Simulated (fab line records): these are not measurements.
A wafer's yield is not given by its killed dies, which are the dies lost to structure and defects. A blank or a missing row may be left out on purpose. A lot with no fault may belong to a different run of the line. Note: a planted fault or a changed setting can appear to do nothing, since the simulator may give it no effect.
fab line records | flow nandHarc | part 1 of 2: steps 1 to 4 of 6
record: lots: 21 wafers: 63 lastDay: 34
route steps=1302 shown A_STAIRCASE@705
lots that met no fault: taken from a fault-free run of the same line
startH: start of the lot's first displayed wafer, in hours after the record's first day | waitH: how many hours have passed since the lot's step before this one | " identical to the entry in the row above | L1.1+2: a row that stands for several wafers | - no value, or no start given | * or withheld: withheld | < > ~ a bound
route shown NAME@n: names a module that has steps shown in the file, with the first one's number in the route | usual: average and standard deviation across the fault-free wafers | same: alike in all rows | chamber/n: place in a boat | sites: each site's reading | _std_site: the standard deviation of these | _edge_site: the outer-site mean with the inner-site mean subtracted | radiusMm: how far each site lies from the wafer's centre | mask NAME#n: copy n | behind: tool/chamber where the wafer was last shaped | hold: cause of the lot's hold/its duration in hours/its outcome | device: names the non-switching transistor (n, p or np) | end of line: tests run on the same wafers once the route is complete | a step with no rows: only its recipe | killed: dies lost to structure and defects at the first sort, not the wafer's yield | map: per-die view of a wafer (x killed, . not killed, _ where there is no die)
set.NAME: the run value of the setting; set.NAME@STEP: its run value at that earlier step | model.NAME: the simulator's own value behind a step, which no gauge read
route steps across a sampled set of lots; one table per step, one row per wafer
services: from which hour (startH, from the record's first day; less than 0 if before it) a tool's chamber was out of use, for how many hours, and why
== steps ==
step: NHARC_A_STAIRCASE_TRIM_191
recipe: timeS: 211.2 o2FlowSccm: 500 arFlowSccm: 0 biasW: 0 chemistry: O2
usual: drypumpMotorCurrentA: 5.8/0.44 o2FlowSccm: 499.9/1.5 oesProductAu: 1.000/0.0077 rfVppV: 57.8/0.9 showerheadPlenumPTorr: 3.46/0.16 throttleValvePct: 17.036/0.0097
same: biasW: 0
columns lot.wafer tool chamber startH waitH drypumpMotorCurrentA o2FlowSccm oesProductAu rfHoursCounterH rfVppV showerheadPlenumPTorr throttleValvePct
L075.2 rieDiel-06 3 - - 5.5 499.2 1.001 17 58.2 3.32 17.017
L075.4 " 1 " " 6.5 500.0 0.987 16 57.0 3.42 17.019
L075.1 " 2 " " 5.8 499.8 1.000 16 57.8 3.61 17.039
L074.3 rieDiel-06 2 - - 5.8 501.5 0.989 16 60.2 3.61 17.053
L074.1 " 3 " " 5.5 500.5 1.005 18 55.8 3.32 17.052
L074.4 " 0 " " 5.8 501.7 1.002 18 58.2 3.42 17.045
L076.2 rieDiel-05 3 - - 6.4 502.3 1.016 46 56.8 3.31 17.027
L076.1 " 1 " " 5.0 500.3 0.996 45 59.2 3.78 17.020
L076.6 " 0 " " 5.4 496.3 1.004 - 58.4 3.29 17.026
L077.3 rieDiel-05 1 - - 5.0 498.4 0.990 48 60.0 3.78 17.053
L077.4 " 2 " " 6.4 499.2 0.996 45 57.9 3.30 17.040
L077.1 " 3 " " 6.4 499.3 0.997 51 56.5 3.31 17.052
L078.3 rieDiel-03 1 - - 5.5 501.4 0.990 33 57.8 3.53 17.039
L078.2 " 3 " " 5.6 500.7 1.004 34 58.0 3.52 17.035
L078.5 " 1 " " 5.5 500.9 0.988 - 57.9 3.53 17.038
L079.3 rieDiel-06 2 - - 5.8 501.8 1.000 27 58.2 3.60 17.040
L079.4 " 3 " " 5.6 497.9 1.010 29 58.4 3.32 17.044
L079.6 " 0 " " 5.8 500.6 1.009 - 58.2 3.42 17.056
L081.2 rieDiel-05 2 - - 6.4 501.4 0.994 5 58.4 3.30 17.032
L081.1 " 0 " " 5.4 499.4 0.999 4 58.7 3.81 17.038
L081.5 " 1 " " 5.0 499.3 0.996 - 57.4 3.78 17.037
L082.2 rieDiel-03 0 - - 5.8 500.0 1.003 48 57.0 3.43 17.033
L082.3 " 3 " " 5.6 499.3 1.001 45 57.8 3.51 17.024
L082.5 " 1 " " 5.4 499.8 1.012 - 57.2 3.52 17.019
L083.3 rieDiel-03 1 - - 5.4 499.6 0.989 49 57.8 3.52 17.027
L083.1 " 2 " " 6.0 498.2 1.002 47 58.1 3.36 17.048
L083.5 " 0 " " 5.8 499.1 1.008 - 56.5 3.43 17.048
L085.3 rieDiel-03 3 - - 5.6 501.1 1.001 1 58.1 3.51 17.036
L085.2 " 0 " " 5.8 503.0 0.996 1 57.8 3.43 17.041
L085.6 " 3 " " 5.5 500.6 1.009 - 57.5 3.51 17.044
L086.1 rieDiel-03 3 - - 5.5 501.3 1.005 3 58.4 3.51 17.042
L086.5 " 2 " " 6.1 499.9 0.997 - 57.6 3.36 17.044
L086.6 " 3 " " 5.6 500.6 1.005 - 57.6 3.51 17.032
L087.1 rieDiel-03 3 - - 5.6 500.5 1.008 8 57.2 3.51 17.036
L087.2 " 0 " " 5.8 502.1 1.007 7 56.5 3.42 17.023
L087.5 " 2 " " 6.1 500.4 0.994 - 58.6 3.36 17.032
L088.1 rieDiel-05 0 - - 5.4 499.9 1.009 35 57.5 3.79 17.030
L088.2 " 1 " " 5.0 499.8 1.002 26 58.4 3.76 17.034
L088.4 " 3 " " 6.4 501.2 1.003 35 57.5 3.29 17.017
L089.3 rieDiel-03 1 - - 5.5 500.3 0.986 14 57.5 3.51 17.035
L089.4 " 3 " " 5.6 498.2 1.001 - 58.6 3.50 17.029
L089.5 " 0 " " 5.8 500.8 1.001 - 58.7 3.42 17.042
L091.3 rieDiel-06 2 - - 5.8 501.1 1.005 9 59.2 3.58 17.040
L091.5 " 3 " " 5.5 498.3 1.009 - 56.6 3.30 17.043
L091.6 " 0 " " 5.8 499.9 0.995 - 57.8 3.40 17.032
L090.3 rieDiel-05 1 - - 4.9 500.1 1.003 33 58.1 3.76 17.046
L090.2 " 3 " " 6.4 499.3 1.009 44 56.9 3.29 17.027
L090.5 " 1 " " 4.9 499.2 1.011 - 58.3 3.76 17.035
L092.2 rieDiel-05 0 - - 5.4 501.5 1.002 54 59.3 3.78 17.030
L092.4 " 1 " " 5.0 501.2 1.003 45 56.4 3.75 17.026
L092.5 " 2 " " 6.4 499.1 0.998 - 57.8 3.27 17.051
L093.2 rieDiel-06 3 - - 5.5 500.3 1.005 15 58.5 3.29 17.049
L093.4 " 2 " " 5.8 500.4 1.013 15 59.2 3.57 17.029
L093.6 " 3 " " 5.5 501.0 1.007 - 56.6 3.29 17.030
L094.3 rieDiel-05 1 - - 4.9 498.2 1.001 45 58.9 3.75 17.053
L094.4 " 3 " " 6.4 499.8 1.010 56 56.8 3.28 17.031
L094.5 " 1 " " 4.9 498.1 1.001 - 57.1 3.75 17.040
L096.3 rieDiel-03 2 - - 6.1 502.0 0.992 39 57.0 3.34 17.017
L096.1 " 1 " " 5.5 497.8 0.989 40 57.2 3.50 17.039
L096.5 " 3 " " 5.5 499.2 0.998 - 58.4 3.49 17.037
L097.3 rieDiel-03 1 - - 5.4 499.6 0.979 41 59.5 3.50 17.049
L097.2 " 0 " " 5.8 500.4 1.010 38 59.6 3.41 17.039
L097.6 " 2 " " 6.1 500.7 1.002 - 58.0 3.34 17.029
step: NHARC_A_STAIRCASE_ETCH_192
recipe: targetDepthA: 1000 timeS: 40.5 ionEnergyEv: 400 c4f8FlowSccm: 20 o2FlowSccm: 10 arFlowSccm: withheld rfW: 600 biasW: 1000 chemistry: C4F8/O2
usual: biasW: 999.8/3 oesProductAu: 0.944/0.016 rfFwdPowerW: 592.7/2.5 rfVppV: 894/6.2
columns lot.wafer tool chamber startH waitH biasW oesProductAu rfFwdPowerW rfHoursCounterH rfVppV
L075.4 rieDiel-06 3 - - 996.1 0.943 593.7 18 890
L075.1 " 1 " " 1001.6 0.934 592.7 16 891
L075.2 " 2 " " 1006.1 0.929 592.1 16 897
L074.4 rieDiel-06 0 - - 992.5 0.936 591.2 18 891
L074.1 " 1 " " 998.1 0.938 593.6 16 892
L074.3 " 2 " " 1000.2 0.942 590.8 16 899
L076.2 rieDiel-05 1 - - 998.6 0.956 593.5 45 905
L076.1 " 2 " " 996.8 0.959 586.7 42 887
L076.6 " 0 " " 997.5 0.951 595.8 - 887
L077.1 rieDiel-05 2 - - 1002.1 0.954 587.9 45 888
L077.4 " 0 " " 1000.7 0.950 594.9 51 887
L077.3 " 1 " " 1001.1 0.950 590.7 48 904
L078.3 rieDiel-03 2 - - 1001.3 0.955 594.0 32 890
L078.2 " 3 " " 998.8 0.951 593.1 34 895
L078.5 " 2 " " 1001.4 0.964 595.1 - 890
L079.3 rieDiel-06 1 - - 998.1 0.924 593.8 25 892
L079.4 " 3 " " 1007.7 0.947 591.9 29 888
L079.6 " 1 " " 995.9 0.925 597.3 - 893
L081.1 rieDiel-05 2 - - 997.1 0.950 589.0 5 888
L081.2 " 0 " " 1002.5 0.950 597.3 5 906
L081.5 " 2 " " 993.7 0.938 584.8 - 889
L082.2 rieDiel-03 0 - - 1003.5 0.934 591.0 48 892
L082.3 " 1 " " 996.9 0.943 595.1 45 895
L082.5 " 1 " " 998.1 0.940 594.8 - 897
L083.1 rieDiel-05 1 460.82 - 1001.9 0.989 593.1 15 905
L083.3 " 2 " " 1002.1 0.996 587.3 17 886
L083.5 " 1 " " 1000.0 1.000 593.0 - 906
L085.3 rieDiel-03 2 - - 998.8 0.918 589.5 1 890
L085.2 " 3 " " 1001.7 0.935 592.6 1 895
L085.6 " 2 " " 1001.0 0.925 594.7 - 891
L086.1 rieDiel-03 3 - - 996.2 0.935 594.5 3 896
L086.5 " 3 " " 997.0 0.929 595.0 - 896
L086.6 " 0 " " 1004.3 0.943 592.7 - 892
L087.2 rieDiel-03 3 - - 999.9 0.948 594.6 8 896
L087.1 " 0 " " 1000.8 0.954 591.3 7 891
L087.5 " 2 " " 1001.0 0.930 595.6 - 890
L088.4 rieDiel-05 0 - - 999.6 0.953 593.9 35 904
L088.2 " 1 " " 1005.9 0.943 596.3 26 905
L088.1 " 2 " " 995.4 0.948 588.7 37 887
L089.3 rieDiel-03 1 - - 994.5 0.934 587.9 14 895
L089.5 " 1 " " 1001.4 0.931 588.9 - 896
L089.4 " 3 " " 997.4 0.945 596.5 - 894
L091.3 rieDiel-06 1 - - 1003.8 0.942 591.1 9 891
L091.5 " 0 " " 997.9 0.946 592.3 - 891
L091.6 " 1 " " 994.7 0.940 591.9 - 890
L090.2 rieDiel-05 2 - - 997.2 0.947 589.4 46 886
L090.3 " 1 " " 999.4 0.945 593.5 33 905
L090.5 " 3 " " 997.5 0.952 596.4 - 887
L092.4 rieDiel-05 1 - - 996.6 0.963 595.1 45 904
L092.2 " 2 " " 999.9 0.948 590.0 58 886
L092.5 " 1 " " 995.2 0.948 592.8 - 903
L093.4 rieDiel-06 3 - - 1002.1 0.950 595.8 15 888
L093.2 " 0 " " 998.2 0.928 591.9 12 892
L093.6 " 2 " " 1004.9 0.941 595.6 - 897
L094.4 rieDiel-05 1 - - 1000.7 0.948 594.1 45 905
L094.3 " 2 " " 1001.8 0.941 586.8 59 886
L094.5 " 0 " " 998.5 0.955 592.6 - 906
L096.3 rieDiel-03 2 - - 994.7 0.929 593.1 39 890
L096.1 " 3 " " 1001.3 0.931 591.2 38 894
L096.5 " 1 " " 1002.8 0.931 592.5 - 896
L097.3 rieDiel-03 0 - - 997.4 0.942 593.1 38 891
L097.2 " 1 " " 999.6 0.917 592.3 41 894
L097.6 " 0 " " 999.8 0.939 592.9 - 893
step: NHARC_A_STAIRCASE_ETCH_194
recipe: targetDepthA: 1000 timeS: 40.5 ionEnergyEv: 400 c4f8FlowSccm: 20 o2FlowSccm: 10 arFlowSccm: withheld rfW: 600 biasW: 1000 chemistry: C4F8/O2
usual: biasW: 1000.3/2.8 oesProductAu: 0.945/0.015 rfFwdPowerW: 592.8/3 rfVppV: 894/5.9
columns lot.wafer tool chamber startH waitH biasW oesProductAu rfFwdPowerW rfHoursCounterH rfVppV
L075.2 rieDiel-06 1 - - 1000.2 0.929 591.1 16 894
L075.1 " 2 " " 998.1 0.930 594.9 16 898
L075.4 " 3 " " 1002.9 0.943 594.4 18 887
L074.3 rieDiel-06 1 - - 998.4 0.952 592.3 17 892
L074.4 " 2 " " 998.3 0.942 591.8 16 900
L074.1 " 3 " " 1000.8 0.944 597.7 18 888
L076.2 rieDiel-05 3 - - 999.7 0.941 595.4 46 887
L076.1 " 0 " " 999.2 0.948 591.8 46 887
L076.6 " 3 " " 1000.6 0.939 593.5 - 886
L077.3 rieDiel-05 0 - - 1001.1 0.948 592.2 51 885
L077.4 " 1 " " 1004.3 0.944 597.0 48 905
L077.1 " 2 " " 1000.1 0.938 586.1 45 887
L078.2 rieDiel-03 2 - - 998.0 0.949 594.3 32 891
L078.3 " 3 " " 995.4 0.943 593.4 34 894
L078.5 " 3 " " 999.8 0.944 594.7 - 895
L079.3 rieDiel-06 2 - - 1003.5 0.947 595.7 27 899
L079.4 " 0 " " 999.3 0.921 589.5 28 893
L079.6 " 3 " " 1001.4 0.946 595.2 - 887
L081.2 rieDiel-05 2 - - 1001.0 0.932 583.0 5 887
L081.1 " 0 " " 997.5 0.953 595.8 5 904
L081.5 " 2 " " 999.5 0.941 585.7 - 888
L082.3 rieDiel-03 1 - - 1002.9 0.937 589.6 46 896
L082.2 " 2 " " 1000.7 0.939 594.5 44 889
L082.5 " 3 " " 1000.2 0.952 593.9 - 893
L083.3 rieDiel-06 2 461.13 - 999.6 0.999 593.4 46 898
L083.1 " 3 " " 1000.9 1.005 594.7 48 888
L083.5 " 2 " " 999.9 0.998 594.0 - 897
L085.3 rieDiel-03 3 - - 1001.8 0.965 592.2 1 895
L085.2 " 0 " " 1001.6 0.956 595.2 1 892
L085.6 " 3 " " 997.5 0.966 594.6 - 895
L086.1 rieDiel-03 1 - - 1001.3 0.934 590.6 2 896
L086.6 " 2 " " 1001.0 0.923 593.4 - 890
L086.5 " 3 " " 1002.7 0.947 597.0 - 895
L087.2 rieDiel-03 0 - - 997.3 0.944 593.6 7 890
L087.1 " 3 " " 999.9 0.937 592.6 8 894
L087.5 " 0 " " 1003.0 0.935 594.7 - 892
L088.1 rieDiel-05 0 - - 998.9 0.953 597.5 35 904
L088.4 " 2 " " 1006.1 0.938 587.8 37 886
L088.2 " 3 " " 998.2 0.957 594.8 35 887
L089.3 rieDiel-03 0 - - 994.7 0.952 596.8 17 892
L089.5 " 3 " " 995.6 0.941 595.4 - 893
L089.4 " 1 " " 996.3 0.938 594.9 - 895
L091.3 rieDiel-06 1 - - 1000.4 0.934 592.1 9 892
L091.6 " 3 " " 996.8 0.942 594.7 - 888
L091.5 " 0 " " 1005.4 0.944 587.6 - 891
L090.3 rieDiel-05 2 - - 1001.7 0.951 587.5 46 888
L090.2 " 3 " " 995.8 0.965 596.5 45 888
L090.5 " 1 " " 1004.2 0.942 592.1 - 904
L092.4 rieDiel-05 3 - - 1004.3 0.947 593.6 56 887
L092.2 " 0 " " 998.3 0.941 592.5 54 905
L092.5 " 0 " " 1001.3 0.945 595.3 - 905
L093.2 rieDiel-06 1 - - 1001.4 0.928 592.0 17 891
L093.4 " 2 " " 995.0 0.932 591.1 15 898
L093.6 " 1 " " 1002.2 0.939 590.8 - 892
L094.4 rieDiel-05 2 - - 1005.1 0.943 584.2 59 886
L094.3 " 0 " " 1000.3 0.942 594.9 54 905
L094.5 " 2 " " 999.8 0.935 585.7 - 886
L096.3 rieDiel-03 3 - - 998.1 0.938 592.3 38 895
L096.1 " 2 " " 1001.6 0.945 596.8 40 890
L096.5 " 3 " " 1001.5 0.940 595.5 - 894
L097.2 rieDiel-03 0 - - 999.1 0.942 595.4 38 891
L097.3 " 1 " " 999.0 0.921 588.6 41 894
L097.6 " 3 " " 997.0 0.923 593.1 - 894
step: NHARC_A_STAIRCASE_TRIM_198
recipe: timeS: 211.2 o2FlowSccm: 500 arFlowSccm: 0 biasW: 0 chemistry: O2
usual: drypumpMotorCurrentA: 5.8/0.4 o2FlowSccm: 499.8/1.6 oesProductAu: 0.999/0.008 rfVppV: 57.6/0.92 showerheadPlenumPTorr: 3.45/0.13 throttleValvePct: 17.038/0.0084
same: biasW: 0
columns lot.wafer tool chamber startH waitH drypumpMotorCurrentA o2FlowSccm oesProductAu rfHoursCounterH rfVppV showerheadPlenumPTorr throttleValvePct
L075.1 rieDiel-03 0 - - 5.8 500.7 1.002 29 56.8 3.44 17.050
L075.2 " 1 " " 5.4 501.6 1.000 25 58.4 3.53 17.055
L075.4 " 2 " " 6.1 498.9 1.003 24 56.5 3.37 17.042
L074.1 rieDiel-06 2 - - 5.8 498.7 0.987 16 57.0 3.61 17.040
L074.4 " 3 " " 5.5 502.1 0.992 18 55.6 3.32 17.054
L074.3 " 0 " " 5.8 500.8 0.994 19 57.5 3.42 17.029
L076.1 rieDiel-05 1 - - 4.9 501.7 1.003 47 58.4 3.78 17.042
L076.2 " 2 " " 6.4 501.5 1.004 44 57.3 3.30 17.031
L076.6 " 2 " " 6.4 500.7 0.996 - 56.9 3.30 17.032
L077.4 rieDiel-05 2 - - 6.4 499.2 1.006 45 56.4 3.30 17.030
L077.1 " 3 " " 6.4 501.3 1.010 51 59.0 3.31 17.038
L077.3 " 0 " " 5.4 498.9 1.008 52 57.6 3.28 17.030
L078.3 rieDiel-06 3 - - 5.5 499.0 0.993 29 55.8 3.32 17.035
L078.2 " 0 " " 5.8 502.0 0.990 27 56.8 3.42 17.026
L078.5 " 3 " " 5.5 499.9 0.993 - 55.7 3.32 17.024
L079.4 rieDiel-03 3 - - 5.6 500.1 1.008 35 57.7 3.52 17.040
L079.3 " 1 " " 5.4 493.6 0.998 34 57.6 3.53 17.048
L079.6 " 3 " " 5.6 502.5 1.010 - 58.2 3.52 17.039
L081.1 rieDiel-03 3 - - 5.5 499.6 0.999 42 58.7 3.51 17.035
L081.2 " 0 " " 5.8 499.2 1.011 45 56.9 3.43 17.022
L081.5 " 3 " " 5.5 500.2 1.000 - 57.9 3.51 17.027
L082.3 rieDiel-06 3 - - 5.5 502.2 0.992 40 57.3 3.31 17.046
L082.2 " 0 " " 5.8 498.9 1.001 40 60.0 3.41 17.037
L082.5 " 1 " " 6.5 498.3 0.997 - 58.6 3.41 17.049
L083.3 rieDiel-06 1 - - 6.5 501.2 1.003 44 57.2 3.41 17.033
L083.1 " 3 " " 5.5 499.2 1.005 49 57.0 3.31 17.025
L083.5 " 1 " " 6.5 500.1 1.000 - 57.9 3.41 17.039
L085.2 rieDiel-03 1 - - 5.4 500.1 0.995 1 57.8 3.52 17.032
L085.3 " 2 " " 6.1 498.4 0.984 1 57.3 3.36 17.038
L085.6 " 3 " " 5.5 501.5 0.996 - 58.1 3.51 17.045
L086.1 rieDiel-03 3 - - 5.6 498.4 0.998 4 58.5 3.51 17.036
L086.5 " 3 " " 5.6 497.0 1.005 - 57.5 3.51 17.034
L086.6 " 0 " " 5.8 500.7 1.012 - 57.7 3.42 17.030
L087.1 rieDiel-03 0 484.35 - 5.8 499.3 1.013 7 58.6 3.42 17.048
L087.2 " 3 " " 5.5 501.5 1.009 8 56.7 3.51 17.036
L087.5 " 0 " " 5.8 502.5 1.009 - 57.4 3.42 17.024
L088.1 rieDiel-06 2 - - 5.9 498.2 0.996 1 57.9 3.58 17.035
L088.2 " 3 " " 5.5 497.6 1.002 1 56.1 3.30 17.041
L088.4 " 0 " " 5.8 501.2 0.983 2 55.1 3.40 17.052
L089.3 rieDiel-06 2 - - 5.8 497.7 0.997 3 59.3 3.58 17.025
L089.4 " 0 " " 5.8 497.7 0.997 3 57.3 3.40 17.035
L089.5 " 2 " " 5.8 497.5 1.001 - 58.5 3.58 17.033
L091.3 rieDiel-03 2 - - 6.1 500.2 1.002 17 58.6 3.35 17.036
L091.5 " 3 " " 5.6 499.0 1.002 - 57.9 3.50 17.045
L091.6 " 0 " " 5.8 498.1 1.013 - 58.6 3.42 17.019
L090.2 rieDiel-06 0 - - 5.8 500.0 0.988 5 57.9 3.40 17.056
L090.3 " 2 " " 5.8 501.5 0.996 9 58.1 3.58 17.025
L090.5 " 0 " " 5.8 498.7 0.988 - 56.7 3.40 17.044
L092.2 rieDiel-03 0 - - 5.8 499.3 1.004 27 56.6 3.41 17.052
L092.4 " 2 " " 6.0 500.7 0.989 25 57.5 3.35 17.038
L092.5 " 0 " " 5.8 503.0 1.003 - 55.6 3.41 17.039
L093.4 rieDiel-03 2 - - 6.1 498.7 0.979 25 57.8 3.35 17.055
L093.2 " 3 " " 5.5 499.2 0.983 28 57.7 3.49 17.044
L093.6 " 1 " " 5.4 497.4 0.980 - 57.1 3.51 17.029
L094.4 rieDiel-05 1 - - 5.0 500.9 0.997 45 58.4 3.75 17.034
L094.3 " 2 " " 6.4 499.3 1.004 59 56.8 3.27 17.035
L094.5 " 1 " " 5.0 498.5 0.999 - 59.0 3.75 17.042
L096.3 rieDiel-03 2 - - 6.0 499.1 0.991 40 58.3 3.34 17.039
L096.1 " 3 " " 5.5 500.6 1.002 38 59.0 3.49 17.043
L096.5 " 1 " " 5.5 498.7 0.986 - 58.0 3.50 17.038
L097.2 rieDiel-03 3 - - 5.5 499.9 1.005 40 56.5 3.49 17.042
L097.3 " 0 " " 5.8 499.5 1.000 39 58.4 3.41 17.040
L097.6 " 1 " " 5.5 498.3 0.981 - 58.3 3.50 17.022
